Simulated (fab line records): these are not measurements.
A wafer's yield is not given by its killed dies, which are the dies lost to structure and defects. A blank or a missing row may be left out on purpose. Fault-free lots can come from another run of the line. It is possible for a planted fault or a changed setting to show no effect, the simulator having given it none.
fab line records	flow n5Finfet
[record] lots = 9	wafers = 27	lastDay = 17
route steps=1938 shown BEOL_M0@721 BEOL_M1@755 BEOL_M4@1111 PASSIVATION@1936
lots that met no fault: from a run of the same line without faults
startH: the number of hours between the record's first day and the start of the first shown wafer of the lot	waitH: hours since the lot's step before	" as in the row above	L1.1+2: one row covering several wafers at once	- value missing, or start not given	* or withheld: withheld	< > ~ a bound
route shown NAME@n: NAME is a module with steps in the file, n the number in the route of the first one	usual: mean/standard deviation taken from wafers without a fault	same: alike in all rows	chamber/n: place in a boat	sites: each site's reading	_std_site: their standard deviation	_edge_site: mean of outer sites minus mean of inner sites	radiusMm: how far each site lies from the wafer's centre	mask NAME#n: copy n	behind: the most recent tool/chamber to have shaped the wafer	hold: why the lot went on hold/how many hours it stayed there/how the hold came to an end	device: transistor that didn't switch, given as n, p or np	end of line: the tests these same wafers got at the end of their route	a step with no rows: only its recipe	killed: at the first sort, the dies lost to defects and structure; wafer yield is something else	map: per-die view of a wafer (x killed, . not killed, _ where there is no die)
set.NAME: the setting that was run; set.NAME@STEP: the one run at that earlier step	model.NAME: the simulator's own value behind a step, which no gauge read
the route's steps for a sample of lots (tables are steps, rows are wafers)
services: from which hour (startH, from the record's first day; less than 0 if before it) a tool's chamber was out of use, for how many hours, and why
[[steps]]
[step N5_BEOL_M0_TRENCH_ETCH_107]
[recipe] chemistry = C4F6/O2	targetDepthA = 328	target = SiOC	timeS = 16.4	ionEnergyEv = 250	pressureMtorr = 30	sourceW = 355	biasW = 185	Ar_flow_sccm = 300	C4F6_flow_sccm = 10	O2_flow_sccm = 10
[usual] chamberPressureMTorr = 29.997/0.029	drypumpMotorCurrentA = 5.8/0.59	mfcArSccm = 300.0/0.96	oes_f_703_au = 0.77/0.079	oesProductAu = 0.76/0.085	rfVppV = 661/11	showerheadPlenumPTorr = 2.81/0.083	throttleValvePct = 20.79/0.2
[same] timeS = 16.4
lot.wafer	tool	chamber	startH	waitH	chamberPressureMTorr	drypumpMotorCurrentA	mfcArSccm	oes_f_703_au	oesProductAu	rfHoursCounterH	rfVppV	showerheadPlenumPTorr	throttleValvePct
L492.2	rieDiel-05	3	137.04	0.0	29.990	6.7	300.7	0.74	0.72	189	646	2.71	20.99
L492.5	"	3	"	"	30.036	6.7	301.0	0.74	0.73	-	647	2.71	21.00
L492.6	"	0	"	"	30.006	5.3	301.4	0.70	0.67	-	677	2.91	20.74
L494.3	rieDiel-06	3	137.32	0.0	29.946	4.8	300.7	0.81	0.79	117	650	2.75	20.72
L494.5	"	0	"	"	30.031	6.4	300.6	0.77	0.75	-	644	2.74	20.99
L494.6	"	1	"	"	30.000	5.8	300.2	0.66	0.65	-	660	2.90	20.77
L493.1	rieDiel-06	0	137.81	0.0	30.003	6.4	300.5	0.76	0.74	147	644	2.73	21.00
L493.2	"	1	"	"	29.955	5.8	301.4	0.67	0.65	238	662	2.90	20.76
L493.6	"	2	"	"	30.027	5.3	301.4	0.84	0.86	-	675	2.76	20.46
L499.1	rieDiel-01	3	161.21	0.0	30.020	5.9	300.2	0.71	0.69	251	656	2.90	20.81
L499.2	"	1	"	"	29.982	5.3	297.9	0.75	0.74	167	670	2.82	21.02
L499.5	"	3	"	"	29.989	5.9	299.7	0.70	0.69	-	656	2.90	20.81
L504.3	rieDiel-01	2	195.64	0.0	29.983	6.7	298.9	0.76	0.75	174	669	2.83	20.72
L504.5	"	2	"	"	29.995	6.7	300.3	0.76	0.74	-	669	2.83	20.71
L504.6	"	1	"	"	29.970	5.2	299.8	0.74	0.73	-	669	2.81	21.03
L505.2	rieDiel-05	1	204.48	0.0	30.015	6.0	299.7	0.84	0.82	75	662	2.77	20.93
L505.4	"	3	"	"	30.018	6.7	299.3	0.72	0.71	213	644	2.70	21.04
L505.5	"	0	"	"	30.010	5.2	301.1	0.68	0.66	-	676	2.90	20.79
L507.1	rieDiel-05	2	213.02	0.0	29.990	5.6	299.6	0.76	0.76	149	665	2.86	20.93
L507.3	"	0	"	"	29.959	5.3	297.9	0.68	0.66	235	678	2.90	20.79
L507.4	"	3	"	"	30.015	6.7	300.5	0.72	0.71	215	645	2.70	21.06
L512.3	rieDiel-06	1	241.16	0.0	30.063	5.8	300.7	0.90	0.91	9	661	2.89	20.44
L512.4	"	3	"	"	29.960	4.8	300.1	0.77	0.75	-	648	2.73	20.77
L512.6	"	1	"	"	29.982	5.8	301.3	0.91	0.92	-	660	2.89	20.44
L514.2	rieDiel-01	3	250.04	0.0	29.979	5.9	299.3	0.97	0.97	8	649	2.90	20.49
L514.3	"	2	"	"	30.008	6.7	298.1	0.74	0.74	197	666	2.82	20.76
L514.5	"	3	"	"	29.974	5.9	300.4	0.97	0.97	-	648	2.90	20.48
[step N5_BEOL_M0_STRIP_142]
[recipe] chemistry = N2/H2	timeS = 10	powerW = 450	tempC = 40	pressureMtorr = 20	rfFrequencyHz = 6e+07	biasPowerW = 7	n2FlowSccm = 200	h2FlowSccm = 200
[usual] chamberPressureMTorr = 19.997/0.02	drypumpMotorCurrentA = 5.8/0.59	oesProductAu = 0.76/0.084	rfVppV = 59.1/0.83	showerheadPlenumPTorr = 2.52/0.082	tempC = 40.00/0.1	throttleValvePct = 23.68/0.2
[same] timeS = 10
lot.wafer	tool	chamber	startH	waitH	chamberPressureMTorr	drypumpMotorCurrentA	oesProductAu	rfHoursCounterH	rfVppV	showerheadPlenumPTorr	tempC	throttleValvePct
L492.2	rieDiel-05	3	137.06	0.0	19.988	6.7	0.73	189	59.1	2.41	40.03	23.91
L492.5	"	3	"	"	20.006	6.7	0.73	-	59.2	2.41	39.99	23.92
L492.6	"	0	"	"	19.988	5.3	0.68	-	59.8	2.63	39.92	23.78
L494.3	rieDiel-06	3	137.34	0.0	19.993	4.8	0.78	117	58.9	2.46	40.06	23.71
L494.5	"	0	"	"	19.979	6.4	0.74	-	60.4	2.44	40.04	23.67
L494.6	"	1	"	"	19.989	5.8	0.67	-	59.0	2.62	40.03	23.79
L493.1	rieDiel-06	0	137.83	0.0	19.990	6.4	0.74	147	58.3	2.44	40.02	23.65
L493.2	"	1	"	"	20.017	5.8	0.67	238	59.7	2.62	39.86	23.80
L493.6	"	2	"	"	20.002	5.3	0.86	-	60.7	2.48	39.87	23.42
L499.1	rieDiel-01	3	161.24	0.0	19.975	5.9	0.69	251	59.1	2.60	40.10	23.38
L499.2	"	1	"	"	19.996	5.3	0.74	167	59.3	2.53	40.05	23.77
L499.5	"	3	"	"	19.970	5.9	0.69	-	58.6	2.60	39.90	23.39
L504.3	rieDiel-01	2	195.66	0.0	20.013	6.7	0.75	174	58.5	2.54	39.94	23.55
L504.5	"	2	"	"	19.999	6.7	0.75	-	59.0	2.54	40.09	23.56
L504.6	"	1	"	"	20.008	5.3	0.73	-	59.6	2.52	40.06	23.77
L505.2	rieDiel-05	1	204.50	0.0	20.001	6.0	0.81	75	58.0	2.48	40.00	23.96
L505.4	"	3	"	"	20.007	6.7	0.72	213	59.8	2.40	39.96	23.93
L505.5	"	0	"	"	19.990	5.3	0.67	-	58.0	2.62	40.13	23.80
L507.1	rieDiel-05	2	213.04	0.0	19.996	5.6	0.77	149	58.9	2.53	39.89	23.49
L507.3	"	0	"	"	20.004	5.3	0.66	235	58.8	2.62	40.06	23.80
L507.4	"	3	"	"	19.985	6.8	0.72	215	57.9	2.40	39.99	23.95
L512.3	rieDiel-06	1	241.18	0.0	19.983	5.8	0.95	9	58.3	2.61	39.80	23.52
L512.4	"	3	"	"	19.996	4.8	0.75	-	58.5	2.44	40.08	23.76
L512.6	"	1	"	"	19.976	5.8	0.96	-	59.7	2.61	39.96	23.52
L514.2	rieDiel-01	3	250.06	0.0	19.997	5.9	0.95	8	59.6	2.59	39.97	23.13
L514.3	"	2	"	"	19.959	6.7	0.73	197	60.0	2.53	39.89	23.58
L514.5	"	3	"	"	20.014	5.9	0.95	-	59.6	2.59	40.02	23.12
[step N5_BEOL_M0_SURFACE_TREAT_137]
[recipe] gas = Ar	timeS = *	ionEnergyEv = *	ionCurrentMaCm2 = 0.5	pressureMtorr = *	arFlowSccm = 30
[usual] throttleValvePct = *
[same] timeS = *
lot.wafer	tool	chamber	startH	waitH	throttleValvePct
L492.2	pvdSputter-02	-	137.75	0.1	*
L492.5	"	-	"	"	*
L492.6	"	-	"	"	*
L494.3	pvdSputter-03	-	138.03	0.1	*
L494.5	"	-	"	"	*
L494.6	"	-	"	"	*
L493.1	pvdSputter-01	-	138.72	0.1	*
L493.2	"	-	"	"	*
L493.6	"	-	"	"	*
L499.1	pvdSputter-03	-	164.43	1.9	*
L499.2	"	-	"	"	*
L499.5	"	-	"	"	*
L504.3	pvdSputter-01	-	196.64	0.2	*
L504.5	"	-	"	"	*
L504.6	"	-	"	"	*
L505.2	pvdSputter-01	-	206.18	0.6	*
L505.4	"	-	"	"	*
L505.5	"	-	"	"	*
L507.1	pvdSputter-02	-	215.76	0.1	*
L507.3	"	-	"	"	*
L507.4	"	-	"	"	*
L512.3	pvdSputter-01	-	242.43	0.3	*
L512.4	"	-	"	"	*
L512.6	"	-	"	"	*
L514.2	pvdSputter-02	-	250.91	0.2	*
L514.3	"	-	"	"	*
L514.5	"	-	"	"	*
[step N5_BEOL_M1_COAT_61]
[recipe] resist = SOC	tempC = 250	timeS = 60	spinRpm = 1500	resistThkNm = 60
[usual] plateTempC = 250.04/0.17	spinSpeedRpm = 1500.1/0.95
[same] timeS = 60
lot.wafer	tool	chamber	startH	waitH	plateTempC	spinSpeedRpm
L492.2	lithoTrack-03	0	140.57	0.1	250.03	1500.8
L492.5	"	0	"	"	250.10	1500.4
L492.6	"	0	"	"	250.27	1498.9
L494.3	lithoTrack-03	0	140.85	0.1	250.33	1499.3
L494.5	"	0	"	"	249.89	1502.5
L494.6	"	0	"	"	249.97	1500.8
L493.1	lithoTrack-04	0	140.90	0.1	249.87	1499.2
L493.2	"	0	"	"	249.64	1498.6
L493.6	"	0	"	"	249.89	1499.7
L499.1	lithoTrack-01	0	170.57	0.1	250.12	1499.4
L499.2	"	0	"	"	249.87	1500.6
L499.5	"	0	"	"	250.04	1501.8
L504.3	lithoTrack-03	0	203.15	0.1	250.15	761.5
L504.5	"	0	"	"	250.14	761.9
L504.6	"	0	"	"	250.22	761.7
L505.2	lithoTrack-03	0	211.69	0.1	250.12	762.3
L505.4	"	0	"	"	250.14	764.0
L505.5	"	0	"	"	250.11	765.0
L507.1	lithoTrack-01	0	219.13	0.1	249.92	1499.3
L507.3	"	0	"	"	249.90	1499.5
L507.4	"	0	"	"	249.66	1499.7
L512.3	lithoTrack-04	0	246.57	0.1	250.08	1499.9
L512.4	"	0	"	"	249.91	1499.9
L512.6	"	0	"	"	250.07	1502.3
L514.2	lithoTrack-01	0	255.46	0.1	250.19	1500.9
L514.3	"	0	"	"	250.14	1500.9
L514.5	"	0	"	"	250.43	1500.0
[step N5_BEOL_M4_RC_MEAS_101]
[usual] DIBL_N = 36.5/2	DIBL_P = 36.5/2.3	IOFF_N = 0.16/0.036	IOFF_P = 0.21/0.037	ION_N = 672/12	ION_P = 459/7.1	SS_N = 71.6/0.73	SS_P = 73.4/0.76	VT_N = 250/3.3	VT_P = -250.5/2.9
lot.wafer	tool	chamber	startH	waitH	DIBL_N[mV/V]	DIBL_P[mV/V]	IOFF_N[nA/um]	IOFF_P[nA/um]	ION_N[uA/um]	ION_P[uA/um]	SS_N[mV/dec]	SS_P[mV/dec]	VT_N[mV]	VT_P[mV]
L492.2	prober-02	0	182.99	0.2	31.8	34.0	0.12	0.17	671	462	71.2	72.4	252	-250.3
L492.5	"	0	"	"	33.0	34.7	0.13	0.17	659	450	70.6	72.4	254	-253.8
L492.6	"	0	"	"	34.4	37.4	0.16	0.20	675	461	70.9	73.5	250	-249.8
L494.3	prober-01	0	186.54	0.3	36.6	33.7	0.13	0.17	661	458	71.9	72.1	251	-253.6
L494.5	"	0	"	"	36.1	33.6	0.13	0.18	668	455	70.7	72.0	251	-250.0
L494.6	"	0	"	"	38.4	36.9	0.17	0.22	687	471	72.0	73.1	245	-247.1
L493.1	prober-02	0	191.31	0.0	37.5	37.7	0.16	0.22	672	459	71.8	74.5	248	-247.8
L493.2	"	0	"	"	39.7	40.1	0.20	0.25	676	464	72.6	74.9	248	-246.5
L493.6	"	0	"	"	38.2	38.4	0.17	0.23	673	461	72.1	74.8	250	-249.2
L499.1	prober-01	0	223.32	0.0	36.5	35.9	0.14	0.19	661	453	72.5	72.6	251	-252.4
L499.2	"	0	"	"	38.1	39.1	0.18	0.24	683	469	72.6	73.7	249	-247.1
L499.5	"	0	"	"	37.2	37.3	0.16	0.21	671	459	72.4	73.2	249	-249.2
L504.3	prober-01	0	257.46	0.3	38.3	36.8	0.19	0.25	684	464	71.7	74.4	245	-248.6
L504.5	"	0	"	"	39.4	37.8	0.24	0.27	693	465	72.8	74.5	243	-247.5
L504.6	"	0	"	"	38.6	37.5	0.21	0.27	680	462	72.3	74.3	247	-247.8
L505.2	prober-01	0	259.40	0.2	36.3	36.2	0.16	0.20	663	448	71.8	73.1	250	-252.3
L505.4	"	0	"	"	37.4	36.3	0.19	0.21	652	446	73.3	73.4	250	-249.7
L505.5	"	0	"	"	37.3	38.8	0.20	0.25	669	463	72.6	73.4	247	-246.2
L507.1	prober-01	0	263.28	0.0	35.6	38.7	0.16	0.20	675	459	71.5	74.3	250	-251.6
L507.3	"	0	"	"	36.9	39.1	0.17	0.21	672	456	71.8	74.2	250	-252.3
L507.4	"	0	"	"	33.8	34.8	0.12	0.15	659	451	71.3	72.7	255	-258.8
L512.3	prober-02	0	298.06	0.3	36.7	36.8	0.15	0.20	670	454	71.4	73.5	253	-255.1
L512.4	"	0	"	"	38.1	38.8	0.17	0.22	671	458	71.5	73.9	248	-251.8
L512.6	"	0	"	"	38.2	38.9	0.17	0.23	678	458	72.2	73.0	249	-251.8
L514.2	prober-01	0	309.41	0.2	38.1	41.2	0.24	0.30	691	474	72.1	73.9	243	-243.0
L514.3	"	0	"	"	37.5	39.5	0.21	0.26	684	467	71.8	74.3	248	-246.6
L514.5	"	0	"	"	37.7	39.4	0.21	0.26	661	449	72.3	74.0	247	-245.4
[step N5_PASSIVATION_PROBE_49]
[usual] defectLimitedYield = 91.4/1.4	killed_at_M0_to_M3 = 33/11	killed_at_M4_up = 13/5.3	killedAtContacts = 13/6.1	killedAtFrontEnd = 40/11	killedAtOther = 2.9/2.7	killedDies = 102/17	killedOpen = 68/13	killedShort = 32/7.5	sort_bin_5_function = 5.1/0.98	sort_bin_6_memory = 3.2/0.69	sort_bin_8_speed = 0.1/1.1	sortNPass = 1077/21	sortYieldPct = 91.3/1.7
[same] grossDies = 1180	killedAtBackSide = 0	sort_bin_4_leakage[%] = 0
lot.wafer	tool	chamber	startH	waitH	defectLimitedYield[%]	killed_at_M0_to_M3	killed_at_M4_up	killedAtContacts	killedAtFrontEnd	killedAtOther	killedDies	killedOpen	killedShort	sort_bin_5_function[%]	sort_bin_6_memory[%]	sort_bin_8_speed[%]	sortNPass	sortYieldPct[%]
L504.3	prober-02	-	372.43	0.1	90.8	37	23	9	38	1	108	77	30	5.1	3.8	0	1072	90.8
L505.2	prober-01	-	373.97	0.1	91.6	24	12	9	53	1	99	62	35	4.8	3.1	0	1081	91.6
L505.4	prober-01	-	374.07	0.2	90.9	32	13	9	51	2	107	66	38	5.0	3.9	0.2	1071	90.8
// killed by level:class
L504.3 BEOL_M0_SAQP:geometricParticle:open=9 BEOL_M3:geometricParticle:open=9 FIN_SAQP:geometricParticle:open=8 DUMMY_GATE:geometricParticle:open=8 MOL_CONTACT_COAG:geometricParticle:open=8 BEOL_M0_SAQP:geometricParticle:short=7 BEOL_M4:geometricParticle:open=7 STI_FIN_REVEAL:geometricParticle:open=6
L505.2 FIN_SAQP:geometricParticle:short=23 FIN_SAQP:geometricParticle:open=16 BEOL_M3:geometricParticle:open=9 STI_FIN_REVEAL:geometricParticle:open=6 MOL_CONTACT_COAG:geometricParticle:open=6 BEOL_M1:geometricParticle:open=4 BEOL_M4:geometricParticle:open=4 MOL_CONTACT_COAG:geometricParticle:short=3
L505.4 BEOL_M3:geometricParticle:open=10 FIN_SAQP:geometricParticle:short=9 FIN_SAQP:geometricParticle:open=8 MOL_CONTACT_COAG:geometricParticle:open=8 STI_FIN_REVEAL:geometricParticle:open=6 STARTING-WAFER:geometricParticle:open=6 STARTING-WAFER:geometricParticle:short=4 GATE_CUT:geometricParticle:short=4
[[services]]
tool	chamber	startH	hours	kind
pvdSputter-02	-	115.23	1.6	repair
rieDiel-05	1	116.27	3.7	repair
rieDiel-06	2	128.59	2.3	repair
rieDiel-01	0	153.21	-	clean
rieDiel-01	0	153.21	-	consumableReplace:focusRing
rieDiel-01	0	153.21	-	consumableReplace:showerhead
rieDiel-01	0	153.21	21.3	scheduledDown
rieDiel-01	0	153.21	21.3	ventCycle
pvdSputter-01	-	156.15	13.6	repair
rieDiel-05	0	156.68	4.6	repair
rieDiel-06	1	173.05	-	clean
rieDiel-06	1	173.05	-	consumableReplace:focusRing
rieDiel-06	1	173.05	16.4	scheduledDown
rieDiel-06	0	176.57	2.9	repair
rieDiel-01	3	183.44	7.2	repair
rieDiel-06	1	199.25	14.5	repair
rieDiel-06	-	209.18	0.3	repair
rieDiel-06	-	210.01	4.8	repair
rieDiel-06	1	216.20	8.8	repair
rieDiel-06	2	216.94	4.0	repair
rieDiel-06	0	227.20	14.4	repair
rieDiel-05	-	236.83	0.2	repair
rieDiel-06	2	241.76	6.5	repair
rieDiel-01	1	255.42	3.4	repair
[[key]]
[firstSign] step = N5_BEOL_M1_COAT_61	reading = spinSpeedRpm	direction = down	sigmas = 99+	usual = *	struck = *
effect none on later readings
metAt N5_BEOL_M1_COAT_61
struckLots L504,L505
notActingAt N5_BEOL_M0_TRENCH_ETCH_107,N5_BEOL_M0_STRIP_142,N5_BEOL_M0_SURFACE_TREAT_137
onsetBetween 140.85 203.15
[fault] kind = processParameterDrift	tool = lithoTrack-03	chamber = -	onsetH = 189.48	steps = N5_BEOL_M1_COAT_61	channel = spinRpm	offset = *	shape = step	endH = 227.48	actsIn = *	stated = *
